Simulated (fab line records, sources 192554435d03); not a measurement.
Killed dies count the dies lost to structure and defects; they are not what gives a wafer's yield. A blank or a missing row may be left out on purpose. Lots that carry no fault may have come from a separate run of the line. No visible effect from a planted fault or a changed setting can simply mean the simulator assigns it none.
fab line records || flow n5-finfet
record: {"lots": 5, "wafers": 12, "last-day": 17}
route steps=1938 shown ZERO_LAYER@5 WELL_APT@20 PASSIVATION@1936
lots that met no fault: taken from a fault-free run of the same line
start-h: start of the lot's first displayed wafer, in hours after the record's first day || wait-h: how many hours have passed since the lot's step before this one || " the same as in the row above || L1.1+2: a row that stands for several wafers || - no value present, or no start provided || * or withheld: withheld || < > ~ a bound
route shown NAME@n: names a module that has steps shown in the file, with the first one's number in the route || usual: mean and standard deviation over wafers with no fault || same: alike in all rows || chamber/n: place in a boat || sites: per-site readings || _std_site: the values' standard deviation || _edge_site: the outer-site mean with the inner-site mean subtracted || radius-mm: for every site, how far away it sits from the centre of the wafer || mask NAME#n: copy n || behind: the last tool/chamber to shape the wafer || hold: what put the lot on hold/how long, in hours/how the hold closed || device: which transistor (n, p or np) failed to switch || end of line: the tests these same wafers got at the end of their route || step lacking rows: just its recipe || killed: count of dies lost to structure and defects at first sort (not the wafer's yield) || map: a wafer's dies, x killed, . not, _ none there
set.NAME: the run value of the setting; set.NAME@STEP: its run value at that earlier step || model.NAME: the simulator's own value behind a step, which no gauge read
lots at selected steps of the route; one table per step, one row per wafer
services: when a tool's chamber went out of use (start-h, in hours from the record's first day, below 0 if earlier), for how many hours, and the reason
== steps ==
step: N5_ZERO_LAYER_HMDS_04
recipe: {"time-s": 60, "temp-c": 120}
step: N5_ZERO_LAYER_COAT_05
recipe: {"spin-rpm": 1500, "resist-thk-nm": 1000}
step: N5_ZERO_LAYER_EBR_07
recipe: {"solvent": "PGMEA", "ebr-width-mm": 1.5}
step: N5_ZERO_LAYER_SOFTBAKE_06
recipe: {"temp-c": 100, "time-s": 90}
step: N5_ZERO_LAYER_EXPOSE_08
recipe: {"mask-id": "ZERO", "na": 0.55, "source-shape": "conventional", "sigma-outer": 0.8, "polarization": "unpolarized", "defocus-nm": 0, "target-cd-nm": 2000, "dose-mj": 16.2}
step: N5_ZERO_LAYER_PEB_09
recipe: {"peb-temp-c": "withheld", "peb-time-s": "*"}
step: N5_ZERO_LAYER_DEVELOP_10
recipe: {"develop-time-s": 60, "rinse-liquid": "diw", "dry": "air-spin", "dev-temp-c": 21}
step: N5_ZERO_LAYER_HARDBAKE_23
recipe: {"temp-c": 130, "time-s": 120}
step: N5_ZERO_LAYER_DESCUM_16
recipe: {"chemistry": "O2", "time-s": 7.9, "source-power-w": 50, "bias-power-w": 20, "pressure-mtorr": 20, "rf-frequency-hz": 2.712e+07, "temp-c": 40, "o2-flow-sccm": 225}
step: N5_ZERO_LAYER_ETCH_17
recipe: {"chemistry": "CF4", "target": "SiO2", "target-depth-a": 120, "time-s": 13.3, "ion-energy-ev": 350, "pressure-mtorr": 40, "source-w": 450, "bias-w": 215, "Ar_flow_sccm": 100, "cf4-flow-sccm": 100}
step: N5_ZERO_LAYER_ETCH_18
recipe: {"chemistry": "HBr/Cl2", "target": "Si", "target-depth-a": 1200, "time-s": 40, "pressure-mtorr": 10, "icp-w": 800, "bias-w": 75, "HBr_flow_sccm": 150, "Cl2_flow_sccm": 80}
step: N5_ZERO_LAYER_STRIP_24
recipe: {"chemistry": "O2", "power-w": 1000, "temp-c": 250, "overash-fraction": 0.3, "pressure-mtorr": 1000, "o2-flow-sccm": 6750}
usual: {"drypump-motor-current-A": "5.65/0.22", "heater-power-w": "349/27", "oes-product-au": "0.647/0.0046", "strip-time-to-endpoint-s": "43.85/0.094", "temp-c": "250.04/0.17"}
same: {"overash-fraction": 0.3}
{"lot.wafer": "L658.1", "tool": "plasma-asher-02", "chamber": 0, "start-h": 42.89, "wait-h": 0.1, "drypump-motor-current-A": 5.23, "heater-power-w": 383, "oes-product-au": 0.647, "rf-hours-counter-h": 30, "strip-time-to-endpoint-s": 43.94, "temp-c": 249.89}
{"lot.wafer": "L658.3", "tool": "plasma-asher-02", "chamber": 1, "start-h": 42.89, "wait-h": 0.1, "drypump-motor-current-A": 5.74, "heater-power-w": 314, "oes-product-au": 0.659, "rf-hours-counter-h": "-", "strip-time-to-endpoint-s": 43.97, "temp-c": 249.78}
{"lot.wafer": "L658.6", "tool": "plasma-asher-02", "chamber": 0, "start-h": 42.89, "wait-h": 0.1, "drypump-motor-current-A": 5.22, "heater-power-w": 399, "oes-product-au": 0.649, "rf-hours-counter-h": "-", "strip-time-to-endpoint-s": 43.90, "temp-c": 249.86}
{"lot.wafer": "L670.4", "tool": "plasma-asher-02", "chamber": 1, "start-h": 115.05, "wait-h": 0.1, "drypump-motor-current-A": 5.65, "heater-power-w": 306, "oes-product-au": 0.646, "rf-hours-counter-h": "-", "strip-time-to-endpoint-s": 43.75, "temp-c": 249.75}
{"lot.wafer": "L670.5", "tool": "plasma-asher-02", "chamber": 1, "start-h": 115.05, "wait-h": 0.1, "drypump-motor-current-A": 5.66, "heater-power-w": 301, "oes-product-au": 0.652, "rf-hours-counter-h": "-", "strip-time-to-endpoint-s": 43.76, "temp-c": 250.29}
{"lot.wafer": "L671.5", "tool": "plasma-asher-02", "chamber": 0, "start-h": 121.02, "wait-h": 0.1, "drypump-motor-current-A": 5.24, "heater-power-w": 385, "oes-product-au": 0.643, "rf-hours-counter-h": "-", "strip-time-to-endpoint-s": 43.95, "temp-c": 249.98}
{"lot.wafer": "L671.6", "tool": "plasma-asher-02", "chamber": 1, "start-h": 121.02, "wait-h": 0.1, "drypump-motor-current-A": 5.72, "heater-power-w": 306, "oes-product-au": 0.652, "rf-hours-counter-h": "-", "strip-time-to-endpoint-s": 43.95, "temp-c": 250.11}
{"lot.wafer": "L672.1", "tool": "plasma-asher-02", "chamber": 1, "start-h": 126.89, "wait-h": 0.1, "drypump-motor-current-A": 5.70, "heater-power-w": 306, "oes-product-au": 0.655, "rf-hours-counter-h": 44, "strip-time-to-endpoint-s": 43.74, "temp-c": 249.91}
{"lot.wafer": "L672.2", "tool": "plasma-asher-02", "chamber": 0, "start-h": 126.89, "wait-h": 0.1, "drypump-motor-current-A": 5.23, "heater-power-w": 384, "oes-product-au": 0.649, "rf-hours-counter-h": 44, "strip-time-to-endpoint-s": 43.69, "temp-c": 250.06}
{"lot.wafer": "L676.1", "tool": "plasma-asher-01", "chamber": 1, "start-h": 151.02, "wait-h": 0.1, "drypump-motor-current-A": 5.76, "heater-power-w": 348, "oes-product-au": 0.643, "rf-hours-counter-h": 104, "strip-time-to-endpoint-s": 43.77, "temp-c": 249.96}
{"lot.wafer": "L676.4", "tool": "plasma-asher-01", "chamber": 0, "start-h": 151.02, "wait-h": 0.1, "drypump-motor-current-A": 5.82, "heater-power-w": 353, "oes-product-au": 0.650, "rf-hours-counter-h": "-", "strip-time-to-endpoint-s": 43.77, "temp-c": 250.06}
{"lot.wafer": "L676.5", "tool": "plasma-asher-01", "chamber": 1, "start-h": 151.02, "wait-h": 0.1, "drypump-motor-current-A": 5.76, "heater-power-w": 343, "oes-product-au": 0.649, "rf-hours-counter-h": "-", "strip-time-to-endpoint-s": 43.79, "temp-c": 250.03}
step: N5_ZERO_LAYER_STRIP_19
recipe: {"chemistry": "SPM", "time-s": 900, "temp-c": 130, "h2so4-h2o2-vol-ratio": 4, "dry": "ipa-marangoni"}
step: N5_ZERO_LAYER_INSPECT_20
recipe: {"inspect-instrument": "darkfield", "mode": "post-clean"}
usual: {"raw-defect-count": "43/20"}
{"lot.wafer": "L658.1", "tool": "defect-inspect-01", "chamber": "-", "start-h": 43.25, "wait-h": 0.0, "raw-defect-count": 62}
{"lot.wafer": "L658.3", "tool": "defect-inspect-01", "chamber": "-", "start-h": 43.25, "wait-h": 0.0, "raw-defect-count": 46}
{"lot.wafer": "L658.6", "tool": "defect-inspect-01", "chamber": "-", "start-h": 43.25, "wait-h": 0.0, "raw-defect-count": 43}
{"lot.wafer": "L670.4", "tool": "defect-inspect-02", "chamber": "-", "start-h": 115.40, "wait-h": 0.0, "raw-defect-count": 360}
{"lot.wafer": "L670.5", "tool": "defect-inspect-02", "chamber": "-", "start-h": 115.40, "wait-h": 0.0, "raw-defect-count": 386}
{"lot.wafer": "L671.5", "tool": "defect-inspect-01", "chamber": "-", "start-h": 121.35, "wait-h": 0.0, "raw-defect-count": 60}
{"lot.wafer": "L671.6", "tool": "defect-inspect-01", "chamber": "-", "start-h": 121.35, "wait-h": 0.0, "raw-defect-count": 391}
{"lot.wafer": "L672.1", "tool": "defect-inspect-02", "chamber": "-", "start-h": 127.25, "wait-h": 0.0, "raw-defect-count": 324}
{"lot.wafer": "L672.2", "tool": "defect-inspect-02", "chamber": "-", "start-h": 127.25, "wait-h": 0.0, "raw-defect-count": 19}
{"lot.wafer": "L676.1", "tool": "defect-inspect-02", "chamber": "-", "start-h": 151.38, "wait-h": 0.0, "raw-defect-count": 24}
{"lot.wafer": "L676.4", "tool": "defect-inspect-02", "chamber": "-", "start-h": 151.38, "wait-h": 0.0, "raw-defect-count": 27}
{"lot.wafer": "L676.5", "tool": "defect-inspect-02", "chamber": "-", "start-h": 151.38, "wait-h": 0.0, "raw-defect-count": 25}
step: N5_WELL_APT_HMDS_01
recipe: {"time-s": 60, "temp-c": 120}
step: N5_WELL_APT_COAT_02
recipe: {"spin-rpm": 1357, "resist-thk-nm": 950}
step: N5_WELL_APT_EBR_04
recipe: {"solvent": "PGMEA", "ebr-width-mm": 1.5}
step: N5_WELL_APT_SOFTBAKE_03
recipe: {"temp-c": 130, "time-s": 60}
step: N5_WELL_APT_EXPOSE_05
recipe: {"mask-id": "NWELL", "na": 0.8, "source-shape": "conventional", "sigma-outer": 0.8, "polarization": "unpolarized", "defocus-nm": 0, "target-cd-nm": 200, "dose-mj": 20.3}
step: N5_WELL_APT_PEB_06
recipe: {"peb-temp-c": 130, "peb-time-s": 90}
step: N5_WELL_APT_DEVELOP_07
recipe: {"develop-time-s": 45, "rinse-liquid": "surfactant-rinse", "dry": "air-spin", "dev-temp-c": 21}
step: N5_WELL_APT_HARDBAKE_12
recipe: {"temp-c": 130, "time-s": 120}
step: N5_WELL_APT_INSPECT_10
recipe: {"mode": "adi", "inspect-instrument": "macro"}
usual: {"raw-defect-count": "2.0/1.5"}
{"lot.wafer": "L658.1", "tool": "defect-inspect-01", "chamber": "-", "start-h": 43.61, "wait-h": 0.0, "raw-defect-count": 1}
{"lot.wafer": "L658.3", "tool": "defect-inspect-01", "chamber": "-", "start-h": 43.61, "wait-h": 0.0, "raw-defect-count": 5}
{"lot.wafer": "L658.6", "tool": "defect-inspect-01", "chamber": "-", "start-h": 43.61, "wait-h": 0.0, "raw-defect-count": 3}
{"lot.wafer": "L670.4", "tool": "defect-inspect-01", "chamber": "-", "start-h": 115.88, "wait-h": 0.0, "raw-defect-count": ">300"}
{"lot.wafer": "L670.5", "tool": "defect-inspect-01", "chamber": "-", "start-h": 115.88, "wait-h": 0.0, "raw-defect-count": 290}
{"lot.wafer": "L671.5", "tool": "defect-inspect-01", "chamber": "-", "start-h": 121.83, "wait-h": 0.0, "raw-defect-count": 3}
{"lot.wafer": "L671.6", "tool": "defect-inspect-01", "chamber": "-", "start-h": 121.83, "wait-h": 0.0, "raw-defect-count": ">300"}
{"lot.wafer": "L672.1", "tool": "defect-inspect-02", "chamber": "-", "start-h": 127.61, "wait-h": 0.0, "raw-defect-count": ">300"}
{"lot.wafer": "L672.2", "tool": "defect-inspect-02", "chamber": "-", "start-h": 127.61, "wait-h": 0.0, "raw-defect-count": 2}
{"lot.wafer": "L676.1", "tool": "defect-inspect-01", "chamber": "-", "start-h": 151.74, "wait-h": 0.0, "raw-defect-count": 3}
{"lot.wafer": "L676.4", "tool": "defect-inspect-01", "chamber": "-", "start-h": 151.74, "wait-h": 0.0, "raw-defect-count": 3}
{"lot.wafer": "L676.5", "tool": "defect-inspect-01", "chamber": "-", "start-h": 151.74, "wait-h": 0.0, "raw-defect-count": 1}
step: N5_WELL_APT_DESCUM_13
recipe: {"chemistry": "O2", "time-s": 7.9, "source-power-w": 50, "bias-power-w": 20, "pressure-mtorr": 20, "rf-frequency-hz": 2.712e+07, "temp-c": 40, "o2-flow-sccm": 225}
step: N5_WELL_APT_IMPLANT_14
recipe: {"species": "P", "energy-kev": 160, "dose-cm2": 1.5e+13, "tilt-deg": 0, "rotation-deg": 0}
step: N5_WELL_APT_IMPLANT_15
recipe: {"species": "As", "energy-kev": 25, "dose-cm2": 1.5e+13, "tilt-deg": 0, "rotation-deg": 0}
step: N5_WELL_APT_STRIP_16
recipe: {"chemistry": "SPM", "time-s": 900, "temp-c": 130, "h2so4-h2o2-vol-ratio": 4, "dry": "ipa-marangoni"}
step: N5_WELL_APT_HMDS_18
recipe: {"time-s": 60, "temp-c": 120}
step: N5_WELL_APT_COAT_19
recipe: {"spin-rpm": 1357, "resist-thk-nm": 950}
step: N5_WELL_APT_EBR_21
recipe: {"solvent": "PGMEA", "ebr-width-mm": 1.5}
step: N5_WELL_APT_SOFTBAKE_20
recipe: {"temp-c": 130, "time-s": 60}
step: N5_WELL_APT_EXPOSE_22
recipe: {"mask-id": "PWELL", "na": 0.8, "source-shape": "conventional", "sigma-outer": 0.8, "polarization": "unpolarized", "defocus-nm": 0, "target-cd-nm": 200, "dose-mj": 23.2}
step: N5_WELL_APT_PEB_23
recipe: {"peb-temp-c": 130, "peb-time-s": 90}
step: N5_WELL_APT_DEVELOP_24
recipe: {"develop-time-s": 45, "rinse-liquid": "surfactant-rinse", "dry": "air-spin", "dev-temp-c": 21}
step: N5_WELL_APT_HARDBAKE_29
recipe: {"temp-c": 130, "time-s": 120}
step: N5_WELL_APT_INSPECT_27
recipe: {"mode": "adi", "inspect-instrument": "macro"}
usual: {"raw-defect-count": "2.1/1.6"}
{"lot.wafer": "L658.1", "tool": "defect-inspect-02", "chamber": "-", "start-h": 44.99, "wait-h": 0.0, "raw-defect-count": 3}
{"lot.wafer": "L658.3", "tool": "defect-inspect-02", "chamber": "-", "start-h": 44.99, "wait-h": 0.0, "raw-defect-count": 2}
{"lot.wafer": "L658.6", "tool": "defect-inspect-02", "chamber": "-", "start-h": 44.99, "wait-h": 0.0, "raw-defect-count": 4}
{"lot.wafer": "L670.4", "tool": "defect-inspect-01", "chamber": "-", "start-h": 117.09, "wait-h": 0.0, "raw-defect-count": 299}
{"lot.wafer": "L670.5", "tool": "defect-inspect-01", "chamber": "-", "start-h": 117.09, "wait-h": 0.0, "raw-defect-count": ">300"}
{"lot.wafer": "L671.5", "tool": "defect-inspect-01", "chamber": "-", "start-h": 122.97, "wait-h": 0.0, "raw-defect-count": 2}
{"lot.wafer": "L671.6", "tool": "defect-inspect-01", "chamber": "-", "start-h": 122.97, "wait-h": 0.0, "raw-defect-count": ">300"}
{"lot.wafer": "L672.1", "tool": "defect-inspect-01", "chamber": "-", "start-h": 128.73, "wait-h": 0.0, "raw-defect-count": ">300"}
{"lot.wafer": "L672.2", "tool": "defect-inspect-01", "chamber": "-", "start-h": 128.73, "wait-h": 0.0, "raw-defect-count": 1}
{"lot.wafer": "L676.1", "tool": "defect-inspect-01", "chamber": "-", "start-h": 152.86, "wait-h": 0.0, "raw-defect-count": 0}
{"lot.wafer": "L676.4", "tool": "defect-inspect-01", "chamber": "-", "start-h": 152.86, "wait-h": 0.0, "raw-defect-count": 2}
{"lot.wafer": "L676.5", "tool": "defect-inspect-01", "chamber": "-", "start-h": 152.86, "wait-h": 0.0, "raw-defect-count": 1}
step: N5_WELL_APT_DESCUM_30
recipe: {"chemistry": "O2", "time-s": 7.9, "source-power-w": 50, "bias-power-w": 20, "pressure-mtorr": 20, "rf-frequency-hz": 2.712e+07, "temp-c": 40, "o2-flow-sccm": 225}
step: N5_WELL_APT_INSPECT_38
recipe: {"inspect-instrument": "darkfield", "mode": "post-epi"}
usual: {"raw-defect-count": "13/5"}
{"lot.wafer": "L658.1", "tool": "defect-inspect-02", "chamber": "-", "start-h": 46.67, "wait-h": 0.5, "raw-defect-count": 12}
{"lot.wafer": "L658.3", "tool": "defect-inspect-02", "chamber": "-", "start-h": 46.67, "wait-h": 0.5, "raw-defect-count": 7}
{"lot.wafer": "L658.6", "tool": "defect-inspect-02", "chamber": "-", "start-h": 46.67, "wait-h": 0.5, "raw-defect-count": 10}
{"lot.wafer": "L670.4", "tool": "defect-inspect-01", "chamber": "-", "start-h": 118.83, "wait-h": 0.2, "raw-defect-count": 315}
{"lot.wafer": "L670.5", "tool": "defect-inspect-01", "chamber": "-", "start-h": 118.83, "wait-h": 0.2, "raw-defect-count": 296}
{"lot.wafer": "L671.5", "tool": "defect-inspect-02", "chamber": "-", "start-h": 124.87, "wait-h": 0.1, "raw-defect-count": 17}
{"lot.wafer": "L671.6", "tool": "defect-inspect-02", "chamber": "-", "start-h": 124.87, "wait-h": 0.1, "raw-defect-count": 321}
{"lot.wafer": "L672.1", "tool": "defect-inspect-01", "chamber": "-", "start-h": 130.58, "wait-h": 0.5, "raw-defect-count": 327}
{"lot.wafer": "L672.2", "tool": "defect-inspect-01", "chamber": "-", "start-h": 130.58, "wait-h": 0.5, "raw-defect-count": 20}
{"lot.wafer": "L676.1", "tool": "defect-inspect-01", "chamber": "-", "start-h": 154.61, "wait-h": 0.5, "raw-defect-count": 7}
{"lot.wafer": "L676.4", "tool": "defect-inspect-01", "chamber": "-", "start-h": 154.61, "wait-h": 0.5, "raw-defect-count": 16}
{"lot.wafer": "L676.5", "tool": "defect-inspect-01", "chamber": "-", "start-h": 154.61, "wait-h": 0.5, "raw-defect-count": 10}
step: N5_PASSIVATION_PROBE_49
usual: {"killed_at_M0_to_M3": "35/11", "killed_at_M4_up": "14/5.4", "killed-at-contacts": "12/6.2", "killed-at-front-end": "38/11", "killed-at-other": "4.1/2.8", "killed-dies": "103/17", "killed-on-rim": "13/4", "killed-open": "66/13", "killed-short": "34/8.2"}
same: {"gross-dies": 1180, "killed-at-back-side": 0}
{"lot.wafer": "L670.4", "tool": "prober-01", "chamber": "-", "start-h": 383.44, "wait-h": 0.2, "killed_at_M0_to_M3": 23, "killed_at_M4_up": 6, "killed-at-contacts": 7, "killed-at-front-end": 92, "killed-at-other": 1, "killed-dies": 129, "killed-on-rim": 26, "killed-open": 45, "killed-short": 26}
{"lot.wafer": "L670.5", "tool": "prober-01", "chamber": "-", "start-h": 383.49, "wait-h": 0.2, "killed_at_M0_to_M3": 20, "killed_at_M4_up": 12, "killed-at-contacts": 8, "killed-at-front-end": 84, "killed-at-other": 5, "killed-dies": 129, "killed-on-rim": 25, "killed-open": 45, "killed-short": 28}
{"lot.wafer": "L671.6", "tool": "prober-02", "chamber": "-", "start-h": 387.07, "wait-h": 0.3, "killed_at_M0_to_M3": 22, "killed_at_M4_up": 6, "killed-at-contacts": 6, "killed-at-front-end": 86, "killed-at-other": 9, "killed-dies": 129, "killed-on-rim": 29, "killed-open": 40, "killed-short": 32}
{"lot.wafer": "L672.1", "tool": "prober-02", "chamber": "-", "start-h": 410.95, "wait-h": 0.0, "killed_at_M0_to_M3": 24, "killed_at_M4_up": 10, "killed-at-contacts": 7, "killed-at-front-end": 121, "killed-at-other": 1, "killed-dies": 163, "killed-on-rim": 22, "killed-open": 77, "killed-short": 26}
killed by level:class
L670.4 ZERO_LAYER:unspecified=54 FIN_SAQP:geometric-particle:short=7 FIN_SAQP:geometric-particle:open=7 STI_FIN_REVEAL:geometric-particle:open=7 MOL_CONTACT_COAG:geometric-particle:open=6 BEOL_M1:geometric-particle:open=5 BEOL_M2:geometric-particle:open=4 BEOL_M3:geometric-particle:open=4
L670.5 ZERO_LAYER:unspecified=55 MOL_CONTACT_COAG:geometric-particle:open=7 GATE_CUT:geometric-particle:short=5 BEOL_M2:geometric-particle:open=5 BEOL_M0_SAQP:geometric-particle:short=4 BEOL_M1:geometric-particle:open=4 BEOL_M8:geometric-particle:open=4 STARTING-WAFER:geometric-particle:short=4
L671.6 ZERO_LAYER:unspecified=55 FIN_SAQP:geometric-particle:open=8 BEOL_M0_SAQP:geometric-particle:open=8 BEOL_M0_SAQP:geometric-particle:short=7 MOL_CONTACT_COAG:geometric-particle:open=5 BEOL_M3:geometric-particle:short=4 FIN_SAQP:geometric-particle:short=3 STI_FIN_REVEAL:geometric-particle:open=3
L672.1 ZERO_LAYER:unspecified=59 STI_FIN_REVEAL:geometric-particle:open=25 FIN_SAQP:geometric-particle:open=11 FIN_SAQP:geometric-particle:short=10 BEOL_M3:geometric-particle:open=10 MOL_CONTACT_COAG:geometric-particle:open=5 BEOL_M0_SAQP:geometric-particle:open=4 BEOL_M7:geometric-particle:open=3
map L670.4 (x killed, . not)
_________________.........x..________________
______________.x.........xxx...._____________
___________.............x.x.x......__________
__________x...x....................._________
________...x.....x...................._______
_______........x....x..................______
______...................x.............._____
_____.....................x..............____
____....................................x.___
___....x...................x...............__
___.......xx.....x...........x...xx.....xx.__
__.............x...............x............_
__x........................................._
_...............................x............
_...........................................x
_.x..........x.......x.........x.x....x......
_..........x.........................x......x
_.....x...x..x..........xx...................
_.......................x....................
_.......x................x...x...........x...
_....x..............x........................
__.........................................._
__..x......................................._
___........................x...............__
___.x...............x.x....................__
____....x.................................___
_____................................x...____
______.x....x.x..........x..x.xx.......x_____
_______..............x.x.xxx..x.x.x....______
________x............x...xxxxx.xx.x..._______
__________.x........xxxxxxxxxx.x...._________
___________........x..x.xxxxxxxx..x__________
______________......xxxxxxxxxxxx_____________
_________________..xx..xxxxxx________________
map L671.6 (x killed, . not)
_________________....x......x________________
______________...x............x._____________
___________..xx.........x..........__________
__________................x....x...._________
________............xxx..............._______
_______.....x..........................______
______..........x............x.........._____
_____x..x..x......................x....x.____
____......................................___
___...x.......xx............x..............__
___....x............x......................__
__xx.x......................................_
__.........x.....x........x.x..x...........x_
_............................................
_.........x.........x......................x.
_..............x........x....................
_.................................x..........
_..............x......x...............x......
_...........................x................
_..x.x.....x..xx..............x..x...xx...x.x
_............................x...............
__...x...x.......x......................x..._
__.........x.............x.....x............_
___.........................x..............__
___......x.x...............................__
____..............x..........x............___
_____.......................x........x..x____
______..................x........x......_____
_______.............x....x.x.xx....x...______
________..........x.....xxxx.xxx.x...._______
__________............xxxxxx..x.xx.x_________
___________..........x.xxxxxxxxxx.x__________
______________........xxxxxxxxxx_____________
_________________....xxxxxxxx________________
== services ==
{"tool": "plasma-asher-02", "chamber": "-", "start-h": 85.11, "hours": 14.6, "kind": "pm"}
{"tool": "plasma-asher-02", "chamber": "-", "start-h": 105.73, "hours": 2.8, "kind": "pm"}
== key ==
first-sign: {"step": "N5_ZERO_LAYER_INSPECT_20", "reading": "raw-defect-count", "direction": "up", "sigmas": 16, "usual": 43, "struck": 365}
effect: {"step": "N5_WELL_APT_INSPECT_10", "reading": "raw-defect-count", "direction": "up", "sigmas": "99+", "usual": 2.0, "struck": ">297.5"}
effect: {"step": "N5_WELL_APT_INSPECT_27", "reading": "raw-defect-count", "direction": "up", "sigmas": "99+", "usual": 2.1, "struck": ">299.8"}
effect: {"step": "N5_WELL_APT_INSPECT_38", "reading": "raw-defect-count", "direction": "up", "sigmas": 61, "usual": 13, "struck": 315}
effect: {"step": "N5_PASSIVATION_PROBE_49", "reading": "killed-at-front-end", "direction": "up", "sigmas": 5.1, "usual": 38, "struck": 96}
more-kills-born-at: {"N5_ZERO_LAYER_STRIP_24@plasma-asher-02": 223}
met-at N5_ZERO_LAYER_STRIP_24
struck-wafers L670.4,L670.5,L671.6,L672.1
tester-left-out L670,L671,L672
onset-between 42.89 115.05
fault: {"kind": "chamber-particle-source", "tool": "plasma-asher-02", "chamber": 1, "onset-h": 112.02, "steps": "N5_ZERO_LAYER_STRIP_24", "rate-per-visit-cm2": 0.47158}
tester-left-out: of these lots the tester's yield and bins aren't shown, on N5 and GAA mostly nor the transistor test; their killed dies are dies lost to structure and defects alone, not to doping, threshold or leakage, so they don't give the yield
